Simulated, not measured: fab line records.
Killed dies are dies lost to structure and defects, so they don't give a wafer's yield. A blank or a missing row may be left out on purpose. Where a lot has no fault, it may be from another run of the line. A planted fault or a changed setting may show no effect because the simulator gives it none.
Matching of chambers ; flow n5Finfet ; N5_BEOL_M2_PRE_CLEAN_60 on cvdCo-02: 3 sister chambers
The step time 15 s. 3 wafers are shown with their chamber, then 12 later ones without.

WAFERS WITH THEIR CHAMBER
wafer;chamber;heaterPowerW (W)
L083.6;1;56
L088.1;2;93
L088.4;0;82

WAFERS WHOSE CHAMBER IS MISSING
wafer;heaterPowerW (W)
L089.1;55
L089.3;82
L089.6;82
L092.1;81
L092.2;92
L092.4;80
L093.1;81
L093.4;82
L093.5;91
L094.4;56
L094.5;92
L094.6;83

CHAMBER TAKEN BY EACH
wafer;from the rows above;in truth
L089.1;1;1
L089.3;0;0
L089.6;0;0
L092.1;0;0
L092.2;2;2
L092.4;0;0
L093.1;0;0
L093.4;0;0
L093.5;2;2
L094.4;1;1
L094.5;2;2
L094.6;0;0
Correctly placed: 12 of 12. Can't be placed from these rows: 0. Number placed wrongly: 0.
How it was worked out, from the rows above alone: a wafer's distance from a chamber is the root of the sum, over the readings, of the square of ((its reading less the chamber's mean) divided by the reading's scatter). The wafer belongs to the nearest chamber; if the next one is less than 2 further off, it can't be placed. The mean given for a chamber averages the wafers shown for that chamber. The scatter (one wafer shown for each chamber): square how far every hidden wafer sits from the nearest shown wafer, average those squares and take the square root.
